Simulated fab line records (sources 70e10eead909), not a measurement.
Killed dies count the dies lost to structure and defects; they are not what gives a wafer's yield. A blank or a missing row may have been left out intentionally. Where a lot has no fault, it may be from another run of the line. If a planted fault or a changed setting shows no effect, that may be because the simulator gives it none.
fab line records	flow nandHarc
record lots=24	wafers=72	lastDay=33
route steps=1302 shown A_STAIRCASE@877 A_SGD_CUT@902 A_SLIT@936 A_WL_FILL@975
lots with no fault: from the same line, run without faults
startH: the number of hours between the record's first day and the start of the first shown wafer of the lot	waitH: hours elapsed since this lot's preceding step	" repeats the value in the row above	L1.1+2: a row that stands for several wafers	- no value, or no start given	* or withheld: withheld	< > ~ a bound
route shown NAME@n: a module of which the file shows steps, and the number in the route of the first	usual: the fault-free wafers' mean and standard deviation	same: alike in all rows	chamber/n: place in a boat	sites: readings site by site	_std_site: how widely they spread, as a standard deviation	_edge_site: the outer-site mean with the inner-site mean subtracted	radiusMm: for every site, how far away it sits from the centre of the wafer	mask NAME#n: copy n	behind: the last tool/chamber to shape the wafer	hold: cause of the lot's hold/its duration in hours/its outcome	device: transistor that didn't switch, given as n, p or np	end of line: tests of these same wafers at the route's end	for a step that has no rows: nothing shown but its recipe	killed: count of dies lost to structure and defects at first sort (not the wafer's yield)	map: dies across one wafer; x = killed, . = not, _ = none there
set.NAME: the setting that was run; set.NAME@STEP: the one run at that earlier step	model.NAME: the simulator's own value behind a step, which no gauge read
the route's steps for a sample of lots (tables are steps, rows are wafers)
services: the hour from which a tool's chamber was out of use, counted from the record's first day as startH (under 0 if before that day), plus the number of hours and why
## steps
# step NHARC_A_STAIRCASE_CMP_152
# usual motorCurrentA=12.1/0.75
lot.wafer	tool	chamber	startH	waitH	motorCurrentA
L074.1	cmp-01	3	434.00	0.1	12.1
L074.3	"	1	"	"	11.9
L074.6	"	2	"	"	11.5
L075.3	cmp-01	0	451.91	0.1	12.9
L075.6	"	1	"	"	12.0
L075.5	"	2	"	"	12.1
L076.4	cmp-01	3	454.69	0.1	11.8
L076.2	"	0	"	"	12.3
L076.3	"	2	"	"	12.6
L077.3	cmp-02	1	468.50	0.1	11.8
L077.4	"	2	"	"	11.6
L077.5	"	0	"	"	13.6
L078.2	cmp-02	0	475.97	0.1	13.8
L078.3	"	2	"	"	11.8
L078.6	"	0	"	"	12.9
L079.1	cmp-01	0	492.89	0.1	12.7
L079.2	"	2	"	"	12.5
L079.6	"	0	"	"	12.3
L081.4	cmp-04	3	505.62	0.1	12.4
L081.1	"	2	"	"	12.3
L081.6	"	0	"	"	12.0
L080.1	cmp-01	1	505.81	0.1	11.0
L080.4	"	2	"	"	11.9
L080.5	"	2	"	"	11.6
L082.2	cmp-01	0	515.72	0.1	12.5
L082.6	"	2	"	"	12.0
L082.5	"	3	"	"	11.8
L085.1	cmp-01	1	530.61	0.1	11.8
L085.4	"	2	"	"	11.6
L085.5	"	1	"	"	11.9
L084.4	cmp-01	2	530.86	0.1	12.2
L084.3	"	3	"	"	11.7
L084.5	"	1	"	"	11.7
L083.4	cmp-04	2	543.31	0.1	11.9
L083.2	"	3	"	"	13.2
L083.6	"	2	"	"	12.4
L086.4	cmp-01	1	556.58	0.1	12.4
L086.2	"	3	"	"	11.6
L086.3	"	0	"	"	11.7
L087.3	cmp-02	2	573.21	0.1	12.1
L087.2	"	0	"	"	13.9
L087.4	"	1	"	"	12.3
L089.4	cmp-02	3	586.57	0.1	10.7
L089.6	"	3	"	"	10.0
L089.5	"	0	"	"	12.9
L088.4	cmp-04	3	586.85	0.1	12.9
L088.3	"	1	"	"	12.4
L088.6	"	0	"	"	12.7
L090.4	cmp-01	0	596.57	0.1	12.7
L090.1	"	1	"	"	12.3
L090.6	"	2	"	"	12.6
L091.3	cmp-02	2	596.90	0.1	11.6
L091.2	"	3	"	"	10.5
L091.5	"	3	"	"	9.9
L092.3	cmp-02	1	618.65	0.1	12.2
L092.4	"	2	"	"	10.9
L092.5	"	3	"	"	10.7
L093.1	cmp-02	0	623.53	0.1	12.7
L093.3	"	1	"	"	12.2
L093.2	"	3	"	"	9.9
L095.3	cmp-04	2	652.31	0.1	12.0
L095.5	"	1	"	"	12.5
L095.6	"	2	"	"	12.5
L094.3	cmp-01	2	653.53	0.1	11.8
L094.2	"	0	"	"	12.8
L094.5	"	2	"	"	12.1
L097.3	cmp-04	1	670.53	0.1	12.5
L097.5	"	0	"	"	12.7
L097.6	"	1	"	"	12.1
L096.2	cmp-01	1	670.69	0.1	11.6
L096.3	"	3	"	"	11.6
L096.6	"	1	"	"	11.6
# step NHARC_A_SGD_CUT_OVL_MEAS_10
# usual overlayXNm=0.3/0.92	overlayYNm=-0.1/0.86
lot.wafer	tool	chamber	startH	waitH	overlayXNm	overlayYNm
L074.1	overlay-01	-	436.59	-	-0.2	0.7
L074.3	"	-	"	"	0.0	0.7
L074.6	"	-	"	"	-0.6	0.4
L075.3	overlay-01	-	454.70	-	1.0	0.5
L075.5	"	-	"	"	0.9	0.1
L075.6	"	-	"	"	0.6	0.2
L076.2	overlay-01	-	457.30	-	0.7	0.4
L076.3	"	-	"	"	1.0	-0.5
L076.4	"	-	"	"	1.1	-0.3
L077.3	overlay-02	-	471.07	-	0.1	-0.7
L077.4	"	-	"	"	-0.4	-0.9
L077.5	"	-	"	"	-0.2	-0.6
L078.2	overlay-02	-	478.56	-	0.4	-0.4
L078.3	"	-	"	"	0.5	-0.7
L078.6	"	-	"	"	0.0	-0.3
L079.1	overlay-02	-	495.60	-	-1.4	0.3
L079.2	"	-	"	"	-1.6	-0.3
L079.6	"	-	"	"	-1.0	-0.2
L081.1	overlay-01	-	508.58	-	1.8	-0.1
L081.4	"	-	"	"	1.8	0.2
L081.6	"	-	"	"	1.3	0.3
L080.1	overlay-02	-	508.78	-	0.3	1.0
L080.4	"	-	"	"	-0.1	1.2
L080.5	"	-	"	"	-0.3	0.4
L082.2	overlay-01	-	518.22	-	0.8	-0.7
L082.5	"	-	"	"	0.5	0.4
L082.6	"	-	"	"	0.5	-0.2
L085.1	overlay-01	-	533.20	-	0.7	0.1
L085.4	"	-	"	"	1.1	-0.5
L085.5	"	-	"	"	0.8	0.0
L084.3	overlay-01	-	533.43	-	-1.9	0.1
L084.4	"	-	"	"	-1.3	0.3
L084.5	"	-	"	"	-1.6	-0.2
L083.2	overlay-01	-	546.17	-	0.8	0.5
L083.4	"	-	"	"	0.6	0.0
L083.6	"	-	"	"	0.3	-0.6
L086.2	overlay-01	-	559.06	-	1.2	-0.1
L086.3	"	-	"	"	1.6	-0.5
L086.4	"	-	"	"	0.4	-0.4
L087.2	overlay-01	-	575.90	-	-0.7	-1.2
L087.3	"	-	"	"	-0.4	-0.9
L087.4	"	-	"	"	-0.4	-0.6
L089.4	overlay-01	-	589.10	-	0.4	-1.7
L089.5	"	-	"	"	-0.1	-1.0
L089.6	"	-	"	"	0.5	-1.8
L088.3	overlay-01	-	589.32	-	1.2	0.1
L088.4	"	-	"	"	0.1	-0.2
L088.6	"	-	"	"	0.8	0.1
L090.1	overlay-02	-	599.07	-	0.1	-0.7
L090.4	"	-	"	"	0.6	-0.7
L090.6	"	-	"	"	0.2	-0.6
L091.2	overlay-01	-	599.58	-	-0.6	1.9
L091.3	"	-	"	"	0.0	2.1
L091.5	"	-	"	"	0.3	2.1
L092.3	overlay-01	-	621.09	-	0.0	0.0
L092.4	"	-	"	"	0.4	0.1
L092.5	"	-	"	"	0.0	0.3
L093.1	overlay-01	-	626.09	-	2.6	-1.2
L093.2	"	-	"	"	2.7	-2.2
L093.3	"	-	"	"	2.6	-1.5
L095.3	overlay-02	-	654.94	-	0.5	1.1
L095.5	"	-	"	"	0.4	0.7
L095.6	"	-	"	"	0.4	1.0
L094.2	overlay-01	-	656.46	-	0.5	0.9
L094.3	"	-	"	"	0.1	0.9
L094.5	"	-	"	"	-0.4	0.8
L097.3	overlay-02	-	673.00	-	-0.1	0.9
L097.5	"	-	"	"	0.1	1.0
L097.6	"	-	"	"	-0.5	0.6
L096.2	overlay-01	-	673.37	-	-0.4	-1.0
L096.3	"	-	"	"	-0.5	-1.1
L096.6	"	-	"	"	-0.6	-1.2
# step NHARC_A_SLIT_DESCUM_14
# recipe timeS=3	o2FlowSccm=200	arFlowSccm=0	biasPowerW=0	chemistry=O2
# usual drypumpMotorCurrentA=5.7/0.41	oesProductAu=0.999/0.009	rfVppV=57.8/0.84	showerheadPlenumPTorr=1.89/0.1	throttleValvePct=11.312/0.0095
lot.wafer	tool	chamber	startH	waitH	drypumpMotorCurrentA	oesProductAu	rfHoursCounterH	rfVppV	showerheadPlenumPTorr	throttleValvePct
L074.1	rieDiel-03	2	449.65	0.1	5.6	1.003	6.7	57.5	1.80	11.314
L074.3	"	1	"	"	6.4	0.995	6.9	57.6	1.84	11.315
L074.6	"	2	"	"	5.6	1.002	-	57.5	1.80	11.313
L075.3	rieDiel-05	3	466.22	0.1	6.0	1.004	2.7	58.4	1.78	11.312
L075.5	"	2	"	"	5.8	1.000	-	59.5	2.03	11.296
L075.6	"	3	"	"	6.0	1.000	-	57.0	1.78	11.320
L076.4	rieDiel-06	3	466.37	0.1	6.0	0.995	10.9	58.0	1.96	11.304
L076.2	"	0	"	"	5.5	1.003	12.0	57.8	1.79	11.313
L076.3	"	1	"	"	5.8	0.999	11.1	57.4	2.05	11.310
L077.3	rieDiel-05	1	484.52	0.1	5.4	0.998	2.9	57.9	1.93	11.323
L077.4	"	2	"	"	5.8	0.987	3.1	58.0	2.03	11.315
L077.5	"	1	"	"	5.4	1.013	-	58.2	1.93	11.331
L078.3	rieDiel-05	0	495.94	0.1	5.1	0.980	4.7	59.0	2.03	11.320
L078.2	"	1	"	"	5.5	1.013	4.3	57.6	1.93	11.297
L078.6	"	2	"	"	5.8	1.007	-	57.7	2.03	11.309
L079.1	rieDiel-06	3	512.10	0.1	6.0	0.998	0.3	57.9	1.96	11.311
L079.2	"	0	"	"	5.5	0.995	0.3	57.1	1.79	11.307
L079.6	"	3	"	"	6.0	1.003	-	58.5	1.96	11.311
L081.4	rieDiel-06	2	521.80	0.1	5.1	1.001	1.4	56.3	1.79	11.302
L081.1	"	3	"	"	6.0	0.996	1.3	58.4	1.96	11.307
L081.6	"	0	"	"	5.5	1.005	-	55.6	1.79	11.316
L080.4	rieDiel-05	3	521.94	0.1	5.9	0.996	5.6	57.7	1.78	11.311
L080.1	"	1	"	"	5.4	1.001	6.4	58.6	1.93	11.305
L080.5	"	3	"	"	5.9	0.991	-	56.0	1.78	11.314
L082.2	rieDiel-06	3	533.43	0.1	6.0	0.997	2.4	58.0	1.95	11.297
L082.5	"	0	"	"	5.5	1.014	-	57.8	1.79	11.317
L082.6	"	1	"	"	5.8	0.999	-	57.5	2.05	11.318
L085.4	rieDiel-05	3	545.73	0.1	6.0	0.982	6.5	57.4	1.78	11.312
L085.1	"	0	"	"	5.1	0.985	7.8	58.9	2.03	11.324
L085.5	"	3	"	"	6.0	0.982	-	57.1	1.78	11.299
L084.4	rieDiel-03	2	546.19	0.1	5.6	0.998	3.0	57.8	1.80	11.306
L084.3	"	3	"	"	5.3	1.006	2.3	56.8	1.86	11.318
L084.5	"	3	"	"	5.3	1.007	-	58.1	1.86	11.305
L083.4	rieDiel-05	2	557.96	0.1	5.8	0.980	9.4	58.4	2.02	11.324
L083.2	"	1	"	"	5.4	0.993	8.5	57.7	1.93	11.334
L083.6	"	3	"	"	6.0	0.986	-	58.0	1.78	11.301
L086.2	rieDiel-03	2	571.08	0.1	5.6	1.016	5.4	58.1	1.80	11.301
L086.4	"	3	"	"	5.3	1.013	3.5	57.2	1.86	11.317
L086.3	"	1	"	"	6.4	0.999	5.2	59.5	1.84	11.328
L087.4	rieDiel-06	1	589.00	0.1	5.8	1.003	4.6	57.9	2.05	11.320
L087.2	"	2	"	"	5.1	1.013	4.7	57.0	1.79	11.305
L087.3	"	3	"	"	6.0	1.003	5.1	57.1	1.95	11.292
L088.3	rieDiel-06	2	601.24	0.1	5.1	0.998	5.7	56.8	1.79	11.304
L088.4	"	1	"	"	5.8	1.007	5.2	58.0	2.05	11.329
L088.6	"	3	"	"	6.0	0.997	-	57.0	1.95	11.306
L089.4	rieDiel-03	1	601.41	0.1	6.5	1.011	6.8	57.4	1.84	11.298
L089.5	"	0	"	"	6.3	1.014	-	58.4	1.80	11.309
L089.6	"	1	"	"	6.4	1.009	-	57.3	1.84	11.304
L090.4	rieDiel-03	3	610.91	0.1	5.3	0.998	5.8	56.9	1.86	11.315
L090.1	"	2	"	"	5.6	0.998	7.1	57.4	1.80	11.335
L090.6	"	3	"	"	5.3	0.995	-	58.1	1.86	11.316
L091.2	rieDiel-05	1	612.13	0.1	5.4	1.002	0.6	56.5	1.93	11.306
L091.3	"	2	"	"	5.8	0.993	0.6	59.2	2.02	11.332
L091.5	"	2	"	"	5.8	0.991	-	58.1	2.02	11.332
L092.3	rieDiel-06	1	633.84	0.1	5.8	0.999	7.9	58.2	2.04	11.313
L092.4	"	0	"	"	5.5	0.995	7.8	56.0	1.79	11.312
L092.5	"	1	"	"	5.8	0.999	-	57.2	2.04	11.318
L093.2	rieDiel-05	0	638.26	0.1	5.1	1.010	2.6	56.8	2.02	11.316
L093.1	"	1	"	"	5.4	1.010	2.1	58.0	1.93	11.304
L093.3	"	3	"	"	6.0	0.989	1.9	57.0	1.78	11.322
L095.3	rieDiel-03	0	667.02	0.1	6.3	1.001	0.4	58.0	1.80	11.314
L095.6	"	1	"	"	6.4	0.999	-	57.2	1.84	11.306
L095.5	"	3	"	"	5.3	1.011	-	56.8	1.86	11.308
L094.2	rieDiel-05	0	667.66	0.1	5.1	0.994	3.9	59.4	2.02	11.321
L094.3	"	1	"	"	5.4	0.997	3.3	57.5	1.93	11.317
L094.5	"	1	"	"	5.4	1.001	-	57.8	1.93	11.313
L097.3	rieDiel-03	2	685.50	0.1	5.6	1.009	0.7	55.9	1.80	11.304
L097.6	"	0	"	"	6.4	1.000	-	58.6	1.80	11.304
L097.5	"	1	"	"	6.4	1.006	-	56.4	1.84	11.319
L096.2	rieDiel-05	1	686.53	0.1	5.4	1.002	4.0	58.4	1.93	11.332
L096.3	"	3	"	"	6.0	0.986	4.8	58.5	1.77	11.297
L096.6	"	1	"	"	5.4	0.989	-	58.6	1.93	11.322
# step NHARC_A_SLIT_STRIP_18
# recipe o2FlowSccm=500	arFlowSccm=0	biasW=0	chemistry=O2
# usual drypumpMotorCurrentA=5.7/0.4	oesProductAu=0.998/0.0092	rfVppV=57.6/0.93	showerheadPlenumPTorr=3.49/0.18	throttleValvePct=17.035/0.0088
lot.wafer	tool	chamber	startH	waitH	drypumpMotorCurrentA	oesProductAu	rfHoursCounterH	rfVppV	showerheadPlenumPTorr	throttleValvePct
L074.3	rieDiel-05	3	-	-	6.0	0.978	2.5	57.6	3.29	17.016
L074.1	"	1	"	"	5.4	0.990	1.9	57.0	3.56	17.059
L074.6	"	0	"	"	5.2	0.978	-	57.6	3.73	17.023
L075.3	rieDiel-03	0	-	-	6.4	1.000	0.1	56.0	3.33	17.041
L075.5	"	1	"	"	6.4	1.001	-	57.3	3.40	17.041
L075.6	"	2	"	"	5.6	1.001	-	58.3	3.33	17.047
L076.3	rieDiel-05	3	-	-	6.0	0.991	3.7	57.7	3.29	17.043
L076.2	"	1	"	"	5.4	1.002	2.7	57.9	3.56	17.028
L076.4	"	2	"	"	5.8	0.990	2.9	59.4	3.72	17.043
L077.4	rieDiel-03	3	-	-	5.3	1.007	0.5	57.8	3.43	17.026
L077.3	"	0	"	"	6.3	1.000	0.6	57.3	3.33	17.054
L077.5	"	3	"	"	5.3	0.994	-	56.8	3.43	17.042
L078.3	rieDiel-03	3	-	-	5.3	1.004	0.7	58.3	3.43	17.034
L078.2	"	0	"	"	6.3	1.003	0.8	57.7	3.33	17.056
L078.6	"	2	"	"	5.6	0.998	-	56.2	3.33	17.025
L079.2	rieDiel-05	0	-	-	5.1	0.981	6.9	59.1	3.72	17.031
L079.1	"	1	"	"	5.4	0.994	6.3	57.9	3.55	17.046
L079.6	"	3	"	"	6.0	0.978	-	57.3	3.29	17.029
L081.4	rieDiel-06	3	-	-	6.0	1.001	2.2	57.9	3.60	17.022
L081.1	"	0	"	"	5.5	0.997	2.5	58.8	3.31	17.029
L081.6	"	0	"	"	5.6	1.007	-	57.0	3.31	17.012
L080.1	rieDiel-05	3	-	-	6.0	0.999	6.3	56.7	3.29	17.029
L080.4	"	0	"	"	5.1	0.995	7.6	58.8	3.72	17.047
L080.5	"	3	"	"	6.0	0.984	-	58.4	3.29	17.042
L082.2	rieDiel-06	3	-	-	6.0	0.995	3.4	58.4	3.60	17.033
L082.6	"	0	"	"	5.5	1.010	-	56.2	3.31	17.037
L082.5	"	1	"	"	5.8	1.000	-	58.1	3.76	17.032
L085.1	rieDiel-05	2	-	-	5.8	0.988	9.2	56.9	3.72	17.036
L085.5	"	3	"	"	6.0	0.992	-	57.3	3.29	17.027
L085.4	"	0	"	"	5.1	0.987	-	58.3	3.72	17.032
L084.4	rieDiel-03	3	-	-	5.3	0.998	3.4	56.7	3.43	17.038
L084.3	"	0	"	"	6.3	0.995	4.0	59.0	3.33	17.044
L084.5	"	3	"	"	5.3	0.999	-	57.3	3.43	17.027
L083.2	rieDiel-06	2	-	-	5.1	0.999	3.7	58.2	3.31	17.034
L083.4	"	1	"	"	5.7	1.011	-	56.4	3.76	17.039
L083.6	"	3	"	"	6.0	0.991	-	57.0	3.60	17.039
L086.4	rieDiel-06	2	-	-	5.1	1.003	4.1	56.8	3.31	17.022
L086.2	"	3	"	"	6.0	0.992	4.2	57.3	3.60	17.026
L086.3	"	0	"	"	5.6	1.000	3.8	57.0	3.31	17.030
L087.4	rieDiel-03	3	-	-	5.3	1.004	4.6	57.7	3.43	17.036
L087.2	"	0	"	"	6.3	0.992	6.9	57.7	3.33	17.029
L087.3	"	2	"	"	5.6	0.997	6.3	57.0	3.33	17.021
L088.3	rieDiel-06	1	-	-	5.7	1.012	6.6	59.9	3.75	17.044
L088.4	"	2	"	"	5.2	1.009	6.8	56.5	3.31	17.035
L088.6	"	1	"	"	5.8	1.007	-	58.9	3.75	17.027
L089.5	rieDiel-06	2	-	-	5.1	1.005	-	56.8	3.31	17.036
L089.4	"	3	"	"	6.0	0.988	-	57.9	3.60	17.033
L089.6	"	1	"	"	5.8	0.998	-	58.2	3.75	17.027
L090.1	rieDiel-06	2	-	-	5.1	1.008	7.0	56.3	3.31	17.039
L090.4	"	3	"	"	6.0	1.005	7.6	57.4	3.60	17.046
L090.6	"	1	"	"	5.8	0.996	-	57.4	3.75	17.029
L091.2	rieDiel-05	3	-	-	6.0	0.990	1.7	57.4	3.29	17.040
L091.3	"	2	"	"	5.8	1.000	1.3	57.5	3.72	17.046
L091.5	"	0	"	"	5.1	0.999	-	59.0	3.72	17.040
L092.4	rieDiel-05	1	-	-	5.4	0.996	2.7	57.2	3.55	17.036
L092.3	"	2	"	"	5.8	1.000	2.5	57.7	3.72	17.025
L092.5	"	0	"	"	5.1	1.008	-	57.3	3.72	17.035
L093.1	rieDiel-06	2	-	-	5.1	1.001	8.9	56.9	3.31	17.032
L093.3	"	3	"	"	6.0	0.993	9.5	58.1	3.60	17.046
L093.2	"	0	"	"	5.6	1.010	9.6	56.9	3.31	17.043
L095.3	rieDiel-06	2	-	-	5.1	0.994	0.1	57.3	3.31	17.031
L095.5	"	0	"	"	5.5	1.002	-	57.4	3.31	17.047
L095.6	"	1	"	"	5.7	1.009	-	58.2	3.75	17.043
L094.3	rieDiel-03	2	-	-	5.6	1.000	0.4	57.5	3.33	17.037
L094.2	"	3	"	"	5.3	1.003	1.4	59.1	3.43	17.048
L094.5	"	2	"	"	5.6	0.997	-	57.6	3.33	17.036
L097.3	rieDiel-05	0	-	-	5.1	1.013	5.6	57.4	3.72	17.029
L097.5	"	2	"	"	5.8	1.005	-	58.0	3.72	17.028
L097.6	"	3	"	"	5.9	0.996	-	56.5	3.29	17.041
L096.2	rieDiel-03	2	-	-	5.6	1.001	2.2	57.8	3.33	17.047
L096.3	"	3	"	"	5.3	1.017	2.3	55.8	3.43	17.043
L096.6	"	3	"	"	5.3	1.004	-	57.1	3.43	17.031
# step NHARC_A_WL_FILL_ALD_19
# recipe targetThkA=20	pulseTimeS=3	aldCycles=100	tempC=450	material=TiN
# usual heaterPowerW=1110/120	precursorPulseHeightRel=0.997/0.02
lot.wafer	tool	chamber	startH	waitH	heaterPowerW	precursorPulseHeightRel
L074.3	aldMetal-02	2	484.12	0.1	830	0.999
L074.1	"	3	"	"	1122	0.987
L074.6	"	1	"	"	1215	0.989
L076.3	aldMetal-02	1	496.78	0.1	1248	1.007
L076.2	"	0	"	"	1103	0.959
L076.4	"	1	"	"	1265	0.978
L075.3	aldMetal-01	2	496.83	0.2	1014	1.000
L075.6	"	3	"	"	1048	1.011
L075.5	"	0	"	"	1191	0.985
L077.3	aldMetal-02	1	525.19	0.1	1260	0.993
L077.4	"	3	"	"	1130	0.994
L077.5	"	1	"	"	1244	0.995
L078.2	aldMetal-01	2	525.21	0.1	1019	0.967
L078.3	"	3	"	"	1039	1.028
L078.6	"	2	"	"	1017	0.983
L079.2	aldMetal-01	2	546.00	0.1	997	1.011
L079.1	"	3	"	"	1056	0.990
L079.6	"	0	"	"	1306	0.994
L081.1	aldMetal-02	3	551.75	0.1	1128	0.986
L081.4	"	0	"	"	1124	0.971
L081.6	"	0	"	"	1144	0.957
L080.1	aldMetal-01	0	551.75	0.1	1277	0.958
L080.4	"	2	"	"	1017	0.980
L080.5	"	1	"	"	1225	0.996
L082.2	aldMetal-02	3	564.38	0.1	1129	0.985
L082.6	"	3	"	"	1140	1.027
L082.5	"	0	"	"	1144	0.959
L085.1	aldMetal-01	2	576.85	0.1	967	1.011
L085.4	"	0	"	"	1284	0.954
L085.5	"	2	"	"	977	1.006
L084.4	aldMetal-03	0	579.88	0.1	1067	0.992
L084.3	"	1	"	"	997	0.955
L084.5	"	0	"	"	1037	0.988
L083.2	aldMetal-02	3	589.96	0.1	1139	0.998
L083.4	"	2	"	"	857	0.986
L083.6	"	0	"	"	1149	0.996
L086.3	aldMetal-03	2	603.31	0.1	1037	1.026
L086.2	"	3	"	"	1117	1.006
L086.4	"	0	"	"	1037	0.996
L087.4	aldMetal-01	2	624.40	0.1	972	0.997
L087.2	"	0	"	"	1276	0.987
L087.3	"	1	"	"	1200	1.030
L088.3	aldMetal-01	1	634.62	0.1	1196	0.995
L088.4	"	0	"	"	1295	0.992
L088.6	"	1	"	"	1187	0.977
L089.4	aldMetal-01	1	639.39	0.2	1250	0.988
L089.5	"	2	"	"	994	0.982
L089.6	"	3	"	"	1071	1.025
L091.2	aldMetal-02	0	644.16	0.1	1143	1.015
L091.3	"	2	"	"	853	1.007
L091.5	"	1	"	"	1250	0.991
L090.1	aldMetal-03	0	644.18	0.1	1020	1.008
L090.4	"	2	"	"	997	1.003
L090.6	"	3	"	"	1132	0.983
L092.4	aldMetal-02	0	667.21	0.1	1090	0.969
L092.3	"	1	"	"	1231	0.986
L092.5	"	0	"	"	1128	0.985
L093.3	aldMetal-02	3	673.71	0.1	1068	0.985
L093.2	"	0	"	"	1128	0.983
L093.1	"	1	"	"	1195	0.983
L095.3	aldMetal-02	0	697.69	0.2	1149	0.995
L095.6	"	1	"	"	1179	0.977
L095.5	"	3	"	"	1109	1.013
L094.3	aldMetal-02	0	702.45	0.1	1150	0.990
L094.2	"	3	"	"	1131	0.985
L094.5	"	0	"	"	1117	1.011
L096.3	aldMetal-01	0	720.09	0.1	1210	0.985
L096.2	"	1	"	"	1255	1.026
L096.6	"	0	"	"	1231	1.033
L097.3	aldMetal-02	2	720.11	0.1	857	0.987
L097.5	"	1	"	"	1224	1.028
L097.6	"	2	"	"	884	1.050
# step NHARC_A_WL_FILL_CVD_20
# recipe targetThkA=1000	tempC=400	pressureTorr=40	wf6FlowSccm=40	h2FlowSccm=1600	arFlowSccm=1560	timeS=74	material=W
# usual chamberPressureTorr=40.00/0.086	heaterPowerW=903/76	throttleValvePct=7.9/0.32
lot.wafer	tool	chamber	startH	waitH	chamberPressureTorr	heaterPowerW	throttleValvePct
L074.1	cvdW-01	1	-	-	40.08	840	7.6
L074.3	"	1	"	"	39.95	841	7.8
L074.6	"	1	"	"	40.11	859	7.7
L075.3	cvdW-01	1	-	-	40.04	863	7.8
L075.5	"	1	"	"	40.10	843	7.9
L075.6	"	0	"	"	39.86	1010	7.9
L076.2	cvdW-02	1	-	-	40.16	808	8.4
L076.4	"	1	"	"	39.99	772	8.4
L076.3	"	0	"	"	39.94	914	8.2
L078.2	cvdW-02	0	-	-	39.97	924	8.3
L078.3	"	0	"	"	39.92	927	8.1
L078.6	"	0	"	"	39.92	915	8.0
L077.3	cvdW-01	1	-	-	39.95	828	7.7
L077.4	"	0	"	"	40.03	970	8.0
L077.5	"	0	"	"	40.11	1001	7.9
L079.2	cvdW-02	1	-	-	39.91	828	8.0
L079.1	"	0	"	"	39.97	888	8.2
L079.6	"	0	"	"	40.07	929	8.3
L081.1	cvdW-02	0	-	-	40.14	904	8.2
L081.4	"	0	"	"	40.12	939	8.6
L081.6	"	0	"	"	39.97	920	8.2
L080.1	cvdW-02	0	-	-	40.10	941	8.4
L080.4	"	0	"	"	40.08	896	8.0
L080.5	"	0	"	"	40.00	904	8.0
L082.2	cvdW-01	0	-	-	40.00	994	7.7
L082.5	"	1	"	"	39.90	840	7.4
L082.6	"	0	"	"	40.03	1004	7.7
L085.1	cvdW-01	1	-	-	40.02	817	7.5
L085.4	"	1	"	"	39.91	842	7.5
L085.5	"	0	"	"	39.95	962	7.9
L084.4	cvdW-01	0	-	-	39.95	1004	7.7
L084.3	"	1	"	"	39.92	841	7.4
L084.5	"	1	"	"	40.06	810	7.5
L083.2	cvdW-02	1	-	-	39.98	815	8.4
L083.4	"	1	"	"	40.15	801	8.4
L083.6	"	0	"	"	39.82	920	8.1
L086.2	cvdW-01	0	-	-	39.89	1032	7.8
L086.3	"	1	"	"	39.98	847	7.8
L086.4	"	0	"	"	39.87	979	7.8
L087.2	cvdW-02	0	-	-	39.98	916	8.0
L087.4	"	0	"	"	39.96	906	8.4
L087.3	"	1	"	"	39.94	796	8.5
L088.4	cvdW-01	0	-	-	40.16	994	8.0
L088.3	"	1	"	"	40.05	859	7.5
L088.6	"	0	"	"	39.93	1002	7.6
L089.4	cvdW-01	0	-	-	40.00	977	8.1
L089.5	"	0	"	"	40.18	1014	7.8
L089.6	"	1	"	"	39.83	846	7.5
L091.2	cvdW-01	1	-	-	40.03	830	7.5
L091.3	"	0	"	"	39.93	1013	7.7
L091.5	"	1	"	"	39.97	837	7.7
L090.1	cvdW-01	1	-	-	40.02	826	7.7
L090.4	"	0	"	"	40.14	980	7.4
L090.6	"	1	"	"	39.95	804	7.6
L092.4	cvdW-01	0	-	-	40.08	1021	7.9
L092.3	"	1	"	"	39.95	845	7.9
L092.5	"	1	"	"	39.91	845	7.7
L093.2	cvdW-01	1	-	-	39.92	827	7.8
L093.1	"	0	"	"	39.94	1013	7.7
L093.3	"	1	"	"	40.00	807	7.4
L095.3	cvdW-01	1	-	-	40.09	847	7.8
L095.6	"	1	"	"	40.10	843	7.7
L095.5	"	0	"	"	39.87	1004	7.8
L094.2	cvdW-01	0	-	-	39.98	999	8.1
L094.3	"	1	"	"	40.05	842	7.8
L094.5	"	0	"	"	39.99	994	7.8
L096.2	cvdW-01	1	-	-	39.96	812	7.6
L096.3	"	0	"	"	40.14	985	7.8
L096.6	"	1	"	"	39.91	843	7.6
L097.3	cvdW-02	0	-	-	40.02	879	8.5
L097.5	"	1	"	"	40.04	821	7.9
L097.6	"	0	"	"	40.11	906	8.3
## services
tool	chamber	startH	hours	kind
rieDiel-03	2	428.23	13.2	repair
aldMetal-02	-	432.00	10.0	pm
cvdW-01	1	447.07	5.0	repair
rieDiel-06	-	451.63	1.1	repair
rieDiel-03	-	458.35	9.0	pm
cvdW-01	-	474.00	1.2	repair
rieDiel-06	-	484.26	9.0	pm
rieDiel-05	3	491.89	8.0	repair
rieDiel-03	3	505.65	8.8	repair
cvdW-01	0	540.33	2.0	repair
cvdW-01	-	547.00	13.0	pm
rieDiel-05	1	547.94	10.0	repair
rieDiel-03	3	556.88	8.2	repair
rieDiel-06	0	561.75	9.6	repair
rieDiel-05	-	583.60	9.0	pm
rieDiel-06	0	607.72	5.1	repair
rieDiel-03	-	635.35	9.0	pm
rieDiel-06	-	638.59	0.4	repair
rieDiel-03	0	649.67	2.8	repair
rieDiel-03	-	653.99	1.5	repair
rieDiel-06	-	661.26	9.0	pm
rieDiel-03	2	665.88	5.1	repair
rieDiel-03	3	681.30	5.8	repair
rieDiel-03	1	711.71	5.2	repair
## key
fault none
